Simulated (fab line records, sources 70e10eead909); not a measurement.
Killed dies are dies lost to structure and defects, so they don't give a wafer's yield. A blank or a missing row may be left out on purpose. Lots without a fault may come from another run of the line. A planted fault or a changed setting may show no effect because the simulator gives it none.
Which tool did it? | flow nand_harc | 12 lots, 36 wafers sampled, at 5 steps of a route of 1302

WHAT THE GAUGES READ, wafer by wafer
NHARC_END_SORT_01. Usual: killed_at_array 57, standard deviation 19; killed_at_other 0.9, standard deviation 1.1; killed_at_periphery 4.0, standard deviation 2.6; killed_dies 62, standard deviation 19; killed_open 3.3, standard deviation 1.8; killed_short 2.4, standard deviation 1.7.
lot  | measured     | on        | killed_at_array | killed_at_other | killed_at_periphery | killed_dies | killed_open | killed_short | flag
L974 | day 27 12:47 | prober-01 | 51              | 2               | 0                   | 53          | 2           | 0            |

WHICH TOOL RAN EACH LOT (tool, then ch and the chambers of the sampled wafers, then the start)
lot  | NHARC_A_CHANNEL_FILL_D1_ALD_14   | NHARC_A_CHANNEL_FILL_D1_STRIP_29              | NHARC_A_DECK1_JOINT_CMP_13    | NHARC_A_DECK1_JOINT_ETCHBACK_00
L967 | ald_hk-03 ch 0,1, day 9 05:35    | rie_diel-03 ch 0,1, day 11 09:06 or earlier   | cmp-03 ch 0,1,2, day 11 09:06 | rie_si-05 ch 0,1,3, day 11 09:26
L966 | ald_hk-01 ch 0,1, day 9 05:35    | rie_diel-10 ch 1,3, day 10 16:27              | cmp-04 ch 0,1, day 11 09:04   | rie_si-03 ch 0,2,3, day 11 09:26
L968 | ald_hk-03 ch 0,3, day 9 19:55    | rie_diel-05 ch 0,1,2, day 12 01:42 or earlier | cmp-04 ch 0,2, day 12 01:42   | rie_si-05 ch 0,1,2, day 12 02:05
L974 | ald_hk-03 ch 0,3, day 12 12:23   | rie_diel-05 ch 1,3, day 13 23:04              | cmp-01 ch 0,1,2, day 14 15:52 | rie_si-05 ch 2,3, day 14 16:12
L976 | ald_hk-01 ch 0,3, day 13 09:07   | rie_diel-10 ch 0,3, day 15 13:25 or earlier   | cmp-03 ch 1,3, day 15 13:25   | rie_si-05 ch 0,1,3, day 15 13:46
L981 | ald_hk-02 ch 0,2, day 15 06:40   | rie_diel-05 ch 0,1, day 16 17:25              | cmp-01 ch 0,1,2, day 17 09:53 | rie_si-03 ch 0,2,3, day 17 10:16
L982 | ald_hk-03 ch 0,2, day 15 21:22   | rie_diel-05 ch 1,3, day 18 00:40 or earlier   | cmp-01 ch 1,2, day 18 00:40   | rie_si-03 ch 0,3, day 18 01:03
L984 | ald_hk-02 ch 0,1,2, day 16 06:31 | rie_diel-10 ch 1,3, day 18 10:12 or earlier   | cmp-03 ch 1,2,3, day 18 10:12 | rie_si-05 ch 0,3, day 18 10:34
L985 | ald_hk-03 ch 1,2,3, day 16 22:29 | rie_diel-05 ch 0,1,3, day 19 05:20 or earlier | cmp-01 ch 1,3, day 19 05:20   | rie_si-05 ch 0,2,3, day 19 05:42
L986 | ald_hk-01 ch 0,1, day 17 14:59   | rie_diel-10 ch 0,1,3, day 19 18:23 or earlier | cmp-01 ch 1,2,3, day 19 18:23 | rie_si-03 ch 1,2, day 19 18:44
L989 | ald_hk-01 ch 0,1,3, day 18 22:26 | rie_diel-05 ch 1,3, day 20 10:07              | cmp-04 ch 0,2,3, day 21 03:20 | rie_si-03 ch 0,1,3, day 21 03:41
L988 | ald_hk-01 ch 0,2,3, day 18 22:41 | rie_diel-05 ch 1,3, day 20 11:46              | cmp-03 ch 0,1, day 21 03:23   | rie_si-06 ch 0,1,2, day 21 03:48
- NHARC_A_CHANNEL_FILL_D1_ALD_14: deposits SiO2, target thk 2.5 nm, pulse time 10 s, ald cycles 25.
- NHARC_A_CHANNEL_FILL_D1_STRIP_29: strips in O2, time 20 s.
- NHARC_A_DECK1_JOINT_CMP_13: polishes, target thk 51.023 nm.
- NHARC_A_DECK1_JOINT_ETCHBACK_00: etches the open film in HBr, target depth 30 nm, time 17.4 s.

WHAT THE TOOLS THEMSELVES READ (means of the sampled wafers that have a number; where no wafer has one, the mark that the record gives instead)
NHARC_A_CHANNEL_FILL_D1_ALD_14. Usual: heater_power_w 478 W, standard deviation 47; precursor_pulse_height_rel 1.002, standard deviation 0.019.
lot  | tool      | heater_power_w (W) | precursor_pulse_height_rel | flag
L967 | ald_hk-03 | 516                | 0.994                      |
L966 | ald_hk-01 | 477                | 0.994                      |
L968 | ald_hk-03 | 419                | 1.011                      |
L974 | ald_hk-03 | 412                | 1.017                      |
L976 | ald_hk-01 | 544                | 1.019                      |
L981 | ald_hk-02 | 484                | 0.997                      |
L982 | ald_hk-03 | 446                | 0.999                      |
L984 | ald_hk-02 | 487                | 0.992                      |
L985 | ald_hk-03 | 475                | 1.006                      |
L986 | ald_hk-01 | 485                | 1.000                      |
L989 | ald_hk-01 | 508                | 0.997                      |
L988 | ald_hk-01 | 504                | 1.005                      |

NHARC_A_CHANNEL_FILL_D1_STRIP_29. Usual: drypump_motor_current_A 5.59 A, standard deviation 0.27; oes_product_au 1.008 a.u., standard deviation 0.0084; rf_vpp_V 57.6 V, standard deviation 0.86; showerhead_plenum_p_Torr 3.48 Torr, standard deviation 0.13; throttle_valve_pct 17.037 %, standard deviation 0.0086.
lot  | tool        | drypump_motor_current_A (A) | oes_product_au (a.u.) | rf_vpp_V (V) | showerhead_plenum_p_Torr (Torr) | throttle_valve_pct (%) | flag
L967 | rie_diel-03 | 5.66                        | 1.002                 | 57.0         | 3.47                            | 17.035                 |
L966 | rie_diel-10 | 5.62                        | 1.014                 | 58.3         | 3.70                            | 17.030                 |
L968 | rie_diel-05 | 5.78                        | 1.015                 | 57.3         | 3.42                            | 17.039                 |
L974 | rie_diel-05 | 5.63                        | 1.009                 | 57.9         | 3.44                            | 17.042                 |
L976 | rie_diel-10 | 5.30                        | 1.002                 | 57.6         | 3.44                            | 17.033                 |
L981 | rie_diel-05 | 5.66                        | 1.009                 | 57.3         | 3.45                            | 17.033                 |
L982 | rie_diel-05 | 5.64                        | 1.020                 | 56.1         | 3.44                            | 17.037                 |
L984 | rie_diel-10 | 5.63                        | 1.000                 | 57.9         | 3.70                            | 17.044                 |
L985 | rie_diel-05 | 5.65                        | 1.001                 | 57.9         | 3.44                            | 17.035                 |
L986 | rie_diel-10 | 5.44                        | 0.999                 | 57.6         | 3.57                            | 17.037                 |
L989 | rie_diel-05 | 5.65                        | 1.014                 | 58.0         | 3.43                            | 17.033                 |
L988 | rie_diel-05 | 5.79                        | 1.018                 | 57.6         | 3.43                            | 17.041                 |

NHARC_A_DECK1_JOINT_CMP_13. Usual: motor_current_A 11.7 A, standard deviation 1.2; time_to_endpoint_s 9.6 s, standard deviation 2.2.
lot  | tool   | motor_current_A (A) | time_to_endpoint_s (s) | flag
L967 | cmp-03 | 11.9                | 11.8                   |
L966 | cmp-04 | 11.2                | 10.6                   |
L968 | cmp-04 | 10.4                | 11.5                   |
L974 | cmp-01 | 11.9                | 8.7                    |
L976 | cmp-03 | 10.2                | 11.3                   |
L981 | cmp-01 | 12.1                | 11.6                   |
L982 | cmp-01 | 12.3                | 10.1                   |
L984 | cmp-03 | 11.1                | 8.7                    |
L985 | cmp-01 | 12.2                | 11.5                   |
L986 | cmp-01 | 12.0                | 7.6                    |
L989 | cmp-04 | 11.1                | 9.4                    |
L988 | cmp-03 | 12.7                | 7.9                    |

NHARC_A_DECK1_JOINT_ETCHBACK_00. Usual: drypump_motor_current_A 5.8 A, standard deviation 0.48; oes_product_au 0.998 a.u., standard deviation 0.0092; run_length_s 38.8 s, standard deviation 0.35; throttle_valve_pct 23.266 %, standard deviation 0.0096.
lot  | tool      | drypump_motor_current_A (A) | oes_product_au (a.u.) | run_length_s (s) | throttle_valve_pct (%) | flag
L967 | rie_si-05 | 6.1                         | 0.990                 | 38.8             | 23.268                 |
L966 | rie_si-03 | 5.6                         | 0.999                 | 38.8             | 23.269                 |
L968 | rie_si-05 | 5.8                         | 0.996                 | 39.1             | 23.271                 |
L974 | rie_si-05 | 5.9                         | 1.010                 | 34.1             | 23.263                 | OFF
L976 | rie_si-05 | 6.1                         | 0.995                 | 34.4             | 23.273                 | OFF
L981 | rie_si-03 | 5.6                         | 0.994                 | 38.5             | 23.268                 |
L982 | rie_si-03 | 5.7                         | 0.994                 | 38.6             | 23.269                 |
L984 | rie_si-05 | 6.6                         | 0.998                 | 38.9             | 23.262                 |
L985 | rie_si-05 | 6.1                         | 1.001                 | 38.9             | 23.273                 |
L986 | rie_si-03 | 5.4                         | 0.999                 | 39.0             | 23.275                 |
L989 | rie_si-03 | 5.6                         | 0.990                 | 38.6             | 23.277                 |
L988 | rie_si-06 | 5.9                         | 0.996                 | 38.6             | 23.254                 |

THE ANSWER, worked out from the rows above alone
Rule: a lot is off if the mean of its wafers that have a number lies more than 3 standard deviations from the usual mean. A lot without any number at a reading at which 4 lots or more have one is off too. The other lots that the step has rows for count as sound. The gauges are gone through in route order, then the tools' own readings, and for those a lot's mean is taken as printed above. The first step at which some lot is off is used, and at that step the reading that is off furthest; a lot without a number counts as furthest.
Off: L974, L976, at NHARC_A_DECK1_JOINT_ETCHBACK_00 (run_length_s).
A tool fits if, at that step or a process step before it, it ran every lot that is off, and no sound lot after the first of them. NHARC_A_CHANNEL_FILL_D1_STRIP_29 gives no start for some lots, so the hours and the order of its lots are those of NHARC_A_DECK1_JOINT_CMP_13. None of those tried fits.

WHAT THE SIMULATOR HAD PUT IN
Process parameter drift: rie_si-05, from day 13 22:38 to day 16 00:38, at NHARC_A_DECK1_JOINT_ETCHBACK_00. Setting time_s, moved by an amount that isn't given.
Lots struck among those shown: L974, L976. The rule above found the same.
